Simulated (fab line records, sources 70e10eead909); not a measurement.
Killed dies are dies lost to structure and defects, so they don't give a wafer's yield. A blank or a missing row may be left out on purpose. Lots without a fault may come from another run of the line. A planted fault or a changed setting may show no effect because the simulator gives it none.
Which tool did it? | flow nand_harc | 14 lots, 42 wafers sampled, at 6 steps of a route of 1159

WHAT THE GAUGES READ, wafer by wafer
NHARC_P_M2_THK_MEAS_24: measures by xrf.
lot  | measured     | on            | thk_nm (nm)
L248 | day 6 03:37  | film_metro-02 | 144.0 144.7 144.5
L250 | day 7 01:30  | film_metro-02 | 146.2 144.4 143.6
L253 | day 7 15:08  | film_metro-01 | 144.5 143.2 143.2
L251 | day 7 16:46  | film_metro-02 | 145.9 141.9 142.4
L252 | day 7 17:37  | film_metro-02 | 140.6 144.1 146.0
L255 | day 8 05:22  | film_metro-02 | 145.4 145.2 146.0
L254 | day 8 06:49  | film_metro-02 | 144.7 142.9 144.6
L257 | day 8 16:50  | film_metro-02 | 146.1 145.3 144.8
L258 | day 10 15:42 | film_metro-01 | 143.4 142.7 143.7
L261 | day 10 19:30 | film_metro-02 | 143.0 140.6 144.5
L262 | day 10 20:28 | film_metro-02 | 145.1 144.0 143.6
L265 | day 10 20:47 | film_metro-01 | 142.5 144.1 143.9
L263 | day 11 03:20 | film_metro-02 | 147.9 148.0 145.8
L266 | day 11 04:10 | film_metro-01 | 144.1 143.8 150.4

NHARC_P_M2_INSPECT_27.
lot  | measured     | on                | raw_defect_count
L248 | day 6 03:47  | defect_inspect-02 | 288 289 223
L250 | day 7 01:40  | defect_inspect-02 | 501 517 326
L253 | day 7 15:17  | defect_inspect-02 | 202 309 188
L251 | day 7 16:55  | defect_inspect-02 | 477 442 247
L252 | day 7 17:47  | defect_inspect-02 | 301 301 271
L255 | day 8 05:32  | defect_inspect-02 | 273 443 305
L254 | day 8 06:59  | defect_inspect-02 | 243 92 130
L257 | day 8 16:59  | defect_inspect-02 | 200 215 216
L258 | day 10 15:52 | defect_inspect-01 | 623 577 356
L261 | day 10 19:40 | defect_inspect-02 | 481 520 919
L262 | day 10 20:38 | defect_inspect-02 | 166 153 149
L265 | day 10 21:00 | defect_inspect-02 | 370 536 370
L263 | day 11 03:29 | defect_inspect-02 | 280 4624 339
L266 | day 11 04:19 | defect_inspect-02 | 328 330 4689

NHARC_P_BONDPAD_THK_MEAS_33: measures by ellipsometry.
lot  | measured     | on            | thk_nm (nm)
L248 | day 6 05:11  | film_metro-02 | 196.8 200.1 200.6
L250 | day 7 02:52  | film_metro-02 | 201.2 200.6 200.4
L253 | day 7 16:39  | film_metro-01 | 199.3 199.6 200.9
L251 | day 7 18:09  | film_metro-02 | 198.5 201.7 196.6
L252 | day 7 19:02  | film_metro-02 | 200.7 198.8 199.6
L255 | day 8 06:45  | film_metro-02 | 199.8 198.5 196.9
L254 | day 8 08:12  | film_metro-02 | 197.9 202.1 201.0
L257 | day 8 18:13  | film_metro-02 | 201.8 203.0 198.8
L258 | day 10 17:14 | film_metro-01 | 202.5 203.3 203.9
L261 | day 10 20:52 | film_metro-01 | 201.9 202.3 202.1
L262 | day 10 21:53 | film_metro-02 | 198.4 199.6 198.1
L265 | day 10 22:24 | film_metro-01 | 200.8 200.9 201.7
L263 | day 11 04:45 | film_metro-01 | 200.4 197.6
L266 | day 11 05:31 | film_metro-01 | 199.7 201.2

WHICH TOOL RAN EACH LOT (tool, then ch and the chambers of the sampled wafers, then the start)
lot  | NHARC_P_M2_ETCH_28                            | NHARC_P_M2_CMP_23             | NHARC_P_M2_PRE_CLEAN_32
L248 | rie_diel-11 ch 0,3, day 6 03:20 or earlier    | cmp-04 ch 2,3, day 6 03:20    | pecvd-02 ch 0,2, day 6 03:53
L250 | rie_diel-09 ch 0,1,2, day 7 01:11 or earlier  | cmp-03 ch 0,2,3, day 7 01:11  | pecvd-03 ch 1,2, day 7 01:44
L253 | rie_diel-09 ch 0,1,2, day 7 14:53 or earlier  | cmp-02 ch 1,2,3, day 7 14:53  | pecvd-03 ch 0,1, day 7 15:32
L251 | rie_diel-09 ch 0,1,2, day 7 16:27 or earlier  | cmp-03 ch 0,1, day 7 16:27    | pecvd-03 ch 0,1,2, day 7 16:59
L252 | rie_diel-13 ch 1,2,3, day 7 17:23 or earlier  | cmp-03 ch 1,2,3, day 7 17:23  | pecvd-04 ch 0,1,2, day 7 17:52
L255 | rie_diel-13 ch 1,2,3, day 8 05:05 or earlier  | cmp-04 ch 0,2,3, day 8 05:05  | pecvd-04 ch 0,2, day 8 05:35
L254 | rie_diel-09 ch 0,1, day 8 06:31 or earlier    | cmp-03 ch 2,3, day 8 06:31    | pecvd-02 ch 0,1,2, day 8 07:04
L257 | rie_diel-09 ch 0,3, day 8 16:31 or earlier    | cmp-04 ch 2,3, day 8 16:31    | pecvd-04 ch 1,2, day 8 17:05
L258 | rie_diel-09 ch 1,2, day 10 15:23 or earlier   | cmp-03 ch 1,3, day 10 15:23   | pecvd-04 ch 0,1, day 10 16:04
L261 | rie_diel-09 ch 0,1,3, day 10 19:11 or earlier | cmp-04 ch 0,1,3, day 10 19:11 | pecvd-02 ch 0,1, day 10 19:44
L262 | rie_diel-13 ch 1,2,3, day 10 20:13 or earlier | cmp-03 ch 0,1,3, day 10 20:13 | pecvd-04 ch 0,1,2, day 10 20:46
L265 | rie_diel-09 ch 1,2,3, day 10 20:28 or earlier | cmp-04 ch 0,1,3, day 10 20:28 | pecvd-03 ch 0,1, day 10 21:05
L263 | rie_diel-09 ch 1,2,3, day 11 03:02 or earlier | cmp-03 ch 0,2,3, day 11 03:02 | pecvd-04 ch 1,2, day 11 03:34
L266 | rie_diel-13 ch 1,2,3, day 11 03:52 or earlier | cmp-03 ch 0,1, day 11 03:52   | pecvd-04 ch 0,2, day 11 04:25
- NHARC_P_M2_ETCH_28: etches the open film in CF4/N2, target depth 30 nm, time 72.99 s.
- NHARC_P_M2_CMP_23: polishes, t overpolish 20 s, target thk 144.3 nm.
- NHARC_P_M2_PRE_CLEAN_32: time 12 s.

WHAT THE TOOLS THEMSELVES READ (means of the sampled wafers that have a number; where no wafer has one, the mark that the record gives instead)
NHARC_P_M2_ETCH_28.
lot  | tool        | bias_w (W) | drypump_motor_current_A (A) | mfc_ar_sccm (sccm) | oes_product_au (a.u.) | rf_vpp_V (V) | showerhead_plenum_p_Torr (Torr) | throttle_valve_pct (%)
L248 | rie_diel-11 | 100.08     | 5.2                         | 150.1              | 1.003                 | 311.9        | 2.51                            | 19.789
L250 | rie_diel-09 | 100.35     | 5.8                         | 149.7              | 1.001                 | 315.5        | 2.73                            | 19.792
L253 | rie_diel-09 | 100.40     | 5.8                         | 149.7              | 1.000                 | 316.0        | 2.73                            | 19.803
L251 | rie_diel-09 | 100.00     | 5.9                         | 150.3              | 0.986                 | 316.6        | 2.73                            | 19.786
L252 | rie_diel-13 | 99.90      | 5.9                         | 149.9              | 1.001                 | 314.7        | 2.62                            | 19.794
L255 | rie_diel-13 | 100.13     | 5.9                         | 149.6              | 1.020                 | 312.5        | 2.62                            | 19.798
L254 | rie_diel-09 | 100.00     | 5.8                         | 150.1              | 1.004                 | 315.6        | 2.75                            | 19.801
L257 | rie_diel-09 | 100.05     | 5.6                         | 150.5              | 1.005                 | 315.2        | 2.71                            | 19.787
L258 | rie_diel-09 | 99.86      | 5.8                         | 149.5              | 1.005                 | 317.3        | 2.75                            | 19.798
L261 | rie_diel-09 | 100.12     | 5.5                         | 149.9              | 0.995                 | 317.0        | 2.75                            | 19.790
L262 | rie_diel-13 | 100.03     | 6.0                         | 150.0              | 1.008                 | 314.4        | 2.62                            | 19.795
L265 | rie_diel-09 | 100.15     | 5.4                         | 149.7              | 1.002                 | 316.6        | 2.77                            | 19.798
L263 | rie_diel-09 | 99.98      | 5.4                         | 149.9              | 0.998                 | 316.5        | 2.77                            | 19.796
L266 | rie_diel-13 | 99.88      | 5.9                         | 149.9              | 1.005                 | 313.9        | 2.61                            | 19.792

NHARC_P_M2_CMP_23.
lot  | tool   | motor_current_A (A) | pad_life_wafers | retaining_ring_pressure_frac | time_to_endpoint_s (s)
L248 | cmp-04 | 13.0                | 80              | 0.997                        | 26.8
L250 | cmp-03 | 11.0                | 452             | 1.000                        | 28.1
L253 | cmp-02 | 11.9                | 74              | 1.002                        | 27.0
L251 | cmp-03 | 10.3                | 548             | 0.999                        | 25.6
L252 | cmp-03 | 11.3                | 555             | 0.999                        | 24.3
L255 | cmp-04 | 12.9                | 410             | 0.996                        | 30.9
L254 | cmp-03 | 11.3                | 38              | 0.999                        | 27.6
L257 | cmp-04 | 13.2                | 512             | 0.999                        | 30.1
L258 | cmp-03 | 11.0                | 265             | 0.996                        | 29.4
L261 | cmp-04 | 12.5                | 128             | 0.999                        | 28.8
L262 | cmp-03 | 10.6                | 296             | 0.996                        | 27.4
L265 | cmp-04 | 12.6                | 145             | 0.997                        | 28.3
L263 | cmp-03 | 10.8                | 380             | 0.999                        | 33.2
L266 | cmp-03 | 10.2                | 386             | 0.994                        | 31.6

NHARC_P_M2_PRE_CLEAN_32.
lot  | tool     | heater_power_outer_w (W) | heater_power_w (W) | susceptor_temp_C (C)
L248 | pecvd-02 | 324                      | 608                | 369.88
L250 | pecvd-03 | 411                      | 729                | 370.09
L253 | pecvd-03 | 363                      | 661                | 369.86
L251 | pecvd-03 | 396                      | 692                | 370.03
L252 | pecvd-04 | 347                      | 586                | 370.01
L255 | pecvd-04 | 356                      | 634                | 370.17
L254 | pecvd-02 | 320                      | 574                | 370.13
L257 | pecvd-04 | 349                      | 619                | 369.84
L258 | pecvd-04 | 304                      | 513                | 369.92
L261 | pecvd-02 | 283                      | 511                | 370.00
L262 | pecvd-04 | 336                      | 572                | 370.06
L265 | pecvd-03 | 366                      | 658                | 369.81
L263 | pecvd-04 | 339                      | 603                | 369.98
L266 | pecvd-04 | 329                      | 544                | 369.88

THE ANSWER, worked out from the rows above alone
Rule: what is usual is taken from the lots themselves. Put in order of their means at a reading, lots are off if they are a third of the lots or fewer, leave a main group of 4 or more, and stand apart from it by a gap of 3 or more times the standard deviation of the main group's means; of several such gaps the widest counts. A main group whose means are all the same, to the digits that the tables above print for the reading, isn't used. A lot without any number at a reading at which 4 lots or more have one is off too. The other lots that the step has rows for count as sound. The gauges are gone through in route order, then the tools' own readings, and for those a lot's mean is taken as printed above. The first step at which some lot is off is used, and at that step the reading that is off furthest; a lot without a number counts as furthest.
Off: L263, L266, at NHARC_P_M2_INSPECT_27 (raw_defect_count). The main group: mean 339, standard deviation 1.4e+02.
A tool fits if, at a process step before that reading, it ran every lot that is off, and no sound lot after the first of them. The gauges at NHARC_P_M2_INSPECT_27 are tried like those tools. NHARC_P_M2_ETCH_28 gives no start for some lots, so the hours and the order of its lots are those of NHARC_P_M2_CMP_23. Can't be told from this: 2 tools fit, cmp-03 at NHARC_P_M2_CMP_23, defect_inspect-02 at NHARC_P_M2_INSPECT_27.

WHAT THE SIMULATOR HAD PUT IN
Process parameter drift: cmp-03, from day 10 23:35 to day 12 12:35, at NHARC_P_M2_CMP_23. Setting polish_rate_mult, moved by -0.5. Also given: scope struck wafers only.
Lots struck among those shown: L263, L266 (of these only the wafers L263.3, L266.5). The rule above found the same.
